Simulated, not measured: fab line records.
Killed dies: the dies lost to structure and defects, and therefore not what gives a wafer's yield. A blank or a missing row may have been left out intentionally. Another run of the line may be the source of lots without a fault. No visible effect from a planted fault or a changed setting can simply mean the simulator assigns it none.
fab line records    flow nand_harc
[record] lots = 7  wafers = 21  last_day = 31
route steps=1302 shown A_CONTACT@983
lots that met no fault: taken from a fault-free run of the same line
start_h: hours from the record's first day to the start of the lot's first wafer shown    wait_h: hours from the lot's prior step to this one    " unchanged from the row above    L1.1+2: one row covering several wafers at once    - either no value or no given start    * or withheld: withheld    < > ~ a bound
route shown NAME@n: NAME is a module with steps in the file, n the number in the route of the first one    usual: mean and standard deviation over wafers with no fault    same: alike in all rows    chamber/n: place in a boat    sites: each site's reading    _std_site: their standard deviation    _edge_site: the outer-site mean with the inner-site mean subtracted    radius_mm: for every site, how far away it sits from the centre of the wafer    mask NAME#n: copy n    behind: tool/chamber where the wafer was last shaped    hold: what put the lot on hold/how long, in hours/how the hold closed    device: names the non-switching transistor (n, p or np)    end of line: the same wafers' tests at the end of the route    for a step that has no rows: nothing shown but its recipe    killed: not the wafer's yield, but the dies lost to structure and defects at the first sort    map: the dies of a wafer, with x for killed, . for not killed, _ for no die there
set.NAME: the setting the step ran with; set.NAME@STEP: the setting that earlier step ran with    model.NAME: the simulator's own value behind a step, which no gauge read
lots seen at some steps along the route; tables by step, rows by wafer
services: a tool's chamber out of use, with start hour (start_h, from the record's first day; less than 0 if before it), hours out, and reason
[[steps]]
[step NHARC_A_CONTACT_DEP_24]
[recipe] target_thk_a = 5000  temp_c = 400  pressure_torr = 6.5  rf_w = 900  teos_flow_sccm = 161.4  flow_sccm = 2650  target_thk_nm = 500  gas = O2  material = SiO2
[usual] heater_power_w = 553/84  throttle_valve_pct = 15.9/0.68
lot.wafer  tool      chamber  start_h  wait_h  heater_power_w  throttle_valve_pct
L878.3     pecvd-01  0        549.52   0.1     572             14.9
L878.1     "         1        "        "       473             16.6
L878.2     "         2        "        "       591             16.3
L879.3     pecvd-02  2        557.59   0.1     655             17.5
L879.6     "         2        "        "       700             17.5
L879.4     "         0        "        "       543             15.6
L880.3     pecvd-03  2        579.58   0.1     563             16.2
L880.2     "         0        "        "       559             15.4
L880.6     "         1        "        "       537             15.3
L882.2     pecvd-01  1        585.70   0.1     470             16.6
L882.4     "         2        "        "       642             16.4
L882.6     "         0        "        "       438             15.0
L881.5     pecvd-03  2        585.86   0.2     527             16.3
L881.4     "         0        "        "       509             15.6
L881.6     "         1        "        "       426             15.4
L884.2     pecvd-01  1        605.64   0.2     445             16.3
L884.4     "         2        "        "       654             16.3
L884.5     "         0        "        "       409             14.8
L890.1     pecvd-03  1        665.06   0.1     553             15.6
L890.4     "         0        "        "       589             15.6
L890.5     "         2        "        "       608             16.3
[step NHARC_A_CONTACT_DEP_28]
[recipe] target_thk_a = 70000  temp_c = 400  material = aC
[usual] throttle_valve_pct = 35.000/0.0096
lot.wafer  tool        chamber  start_h  wait_h  throttle_valve_pct
L878.1     acl_dep-01  0        551.69   1.6     34.980
L878.2     "           0        "        "       35.005
L878.3     "           0        "        "       34.998
L879.3     acl_dep-02  0        560.32   2.2     35.010
L879.4     "           0        "        "       35.011
L879.6     "           0        562.46   4.3     35.004
L880.2     acl_dep-01  0        580.88   0.8     34.983
L880.3     "           0        "        "       35.008
L880.6     "           0        583.69   3.6     34.997
L881.4     acl_dep-03  0        588.95   2.7     34.998
L881.5     "           0        "        "       34.997
L881.6     "           0        "        "       35.002
L882.2     acl_dep-01  0        590.29   4.0     34.988
L882.4     "           0        591.69   5.4     34.992
L882.6     "           0        593.10   6.8     35.004
L884.2     acl_dep-03  0        607.13   1.1     35.006
L884.4     "           0        608.53   2.5     35.004
L884.5     "           0        "        "       35.000
L890.1     acl_dep-01  0        668.65   3.1     35.001
L890.4     "           0        670.79   5.2     34.990
L890.5     "           0        "        "       34.993
[step NHARC_A_CONTACT_DEP_29]
[recipe] target_thk_a = 1000  target_thk_nm = 100  temp_c = 400  pressure_torr = 3.5  flow_sccm = 200  rf_w = 350  material = SiON
[usual] heater_power_w = 742/73
lot.wafer  tool      chamber  start_h  wait_h  heater_power_w
L878.3     pecvd-02  0        555.93   2.1     661
L878.2     "         1        "        "       857
L878.1     "         2        "        "       891
L879.3     pecvd-01  1        563.23   2.2     575
L879.6     "         0        "        "       760
L879.4     "         1        "        "       581
L880.3     pecvd-03  0        584.42   2.1     750
L880.2     "         1        "        "       708
L880.6     "         2        "        "       689
L881.4     pecvd-01  0        591.16   1.5     749
L881.5     "         1        "        "       657
L881.6     "         2        "        "       888
L882.2     pecvd-03  0        593.82   2.8     770
L882.4     "         1        "        "       700
L882.6     "         2        "        "       700
L884.2     pecvd-03  2        610.65   2.8     759
L884.5     "         2        "        "       764
L884.4     "         0        "        "       757
L890.1     pecvd-01  2        672.95   3.6     809
L890.4     "         0        "        "       720
L890.5     "         1        "        "       694
[step NHARC_A_CONTACT_DEHYDRATE_32]
[recipe] temp_c = 150  time_s = 120
[step NHARC_A_CONTACT_HMDS_33]
[recipe] time_s = 30
[step NHARC_A_CONTACT_COAT_34]
[recipe] temp_c = 260  time_s = 75
[step NHARC_A_CONTACT_COAT_35]
[recipe] temp_c = 225  time_s = 65
[step NHARC_A_CONTACT_COAT_36]
[recipe] spin_rpm = 1500  resist_thk_nm = 90
[step NHARC_A_CONTACT_SOFTBAKE_37]
[recipe] temp_c = 105  time_s = 55
[step NHARC_A_CONTACT_EBR_38]
[step NHARC_A_CONTACT_EXPOSE_39]
[recipe] na = 1.35  sigma_outer = 0.8  dose_mj = 58.79  mask_id = A_CC_3
[step NHARC_A_CONTACT_PEB_40]
[recipe] peb_temp_c = 100  peb_time_s = 65
[usual] chill_plate_temp_C = 22.98/0.11  exhaust_pa = 44.9/0.94
lot.wafer  tool            chamber  start_h  wait_h  chill_plate_temp_C  exhaust_pa
L878.1     litho_track-06  0        556.58   0.1     23.15               43.9
L878.2     "               0        "        "       23.11               44.8
L878.3     "               0        "        "       23.12               44.9
L879.3     litho_track-04  0        563.85   0.0     22.89               44.1
L879.4     "               0        "        "       22.71               45.2
L879.6     "               0        "        "       22.76               44.6
L880.2     litho_track-06  -        585.06   0.1     -                   -
L880.3     "               -        "        "       -                   -
L880.6     "               -        "        "       -                   -
L881.4     litho_track-06  -        591.72   0.0     -                   -
L881.5     "               -        "        "       -                   -
L881.6     "               -        "        "       -                   -
L882.2     litho_track-06  -        594.34   0.1     -                   -
L882.4     "               -        "        "       -                   -
L882.6     "               -        "        "       -                   -
L884.2     litho_track-01  0        611.18   0.1     22.94               46.1
L884.4     "               0        "        "       22.93               45.1
L884.5     "               0        "        "       22.91               45.7
L890.1     litho_track-01  0        673.59   0.1     23.10               45.3
L890.4     "               0        "        "       22.99               45.2
L890.5     "               0        "        "       22.96               45.7
[step NHARC_A_CONTACT_DEVELOP_41]
[recipe] develop_time_s = 35  dev_temp_c = 23
[[services]]
tool            chamber  start_h  hours  kind
litho_track-06  -        529.00   7.0    pm
pecvd-02        1        538.81   -      calibration
pecvd-03        -        547.00   13.0   pm
pecvd-03        0        547.00   13.0   vent_cycle
pecvd-03        1        547.00   13.0   vent_cycle
pecvd-03        2        547.00   13.0   vent_cycle
litho_track-04  -        553.00   7.0    pm
acl_dep-01      -        555.91   13.0   pm
pecvd-03        0        560.00   -      clean
pecvd-03        1        560.00   -      clean
pecvd-03        2        560.00   -      clean
pecvd-02        -        589.44   13.0   pm
pecvd-02        0        589.44   13.0   vent_cycle
pecvd-02        1        589.44   13.0   vent_cycle
pecvd-02        2        589.44   13.0   vent_cycle
pecvd-02        0        602.44   -      clean
acl_dep-02      -        606.91   13.0   pm
acl_dep-02      -        642.03   0.8    repair
pecvd-01        -        657.51   0.2    repair
acl_dep-03      -        662.48   13.0   pm
pecvd-01        -        673.30   13.0   pm
pecvd-01        0        673.30   13.0   vent_cycle
pecvd-01        1        673.30   13.0   vent_cycle
pecvd-01        2        673.30   13.0   vent_cycle
[[key]]
[first_sign] step = NHARC_A_CONTACT_PEB_40  reading = tool_record  direction = missing
effect none on later readings
met_at NHARC_A_CONTACT_PEB_40
struck_wafers L880.2,L880.3,L880.6,L881.4,L881.5,L881.6,L882.2,L882.4,L882.6
later_rows_left_out L880.2,L880.3,L880.6,L881.4,L881.5,L881.6,L882.2,L882.4,L882.6
sort_left_out L880.2,L880.3,L880.6,L881.4,L881.5,L881.6,L882.2,L882.4,L882.6
tester_left_out L880,L881,L882
onset_between 556.58 585.06
[fault] kind = skipped_step_whole  tool = litho_track-06  chamber = -  onset_h = 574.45  steps = NHARC_A_CONTACT_PEB_40  scope = struck_lots_only
// tester_left_out: of these lots the tester's yield and bins aren't shown, on N5 and GAA mostly nor the transistor test; their killed dies are dies lost to structure and defects alone, not to doping, threshold or leakage, so they don't give the yield
// sort_left_out: the simulated sort isn't trusted on such a fault, so these wafers' sort isn't shown, and their yield isn't known
// later_rows_left_out: the simulator's readings of these wafers behind a module that went badly wrong aren't trusted and aren't shown, but for the sort
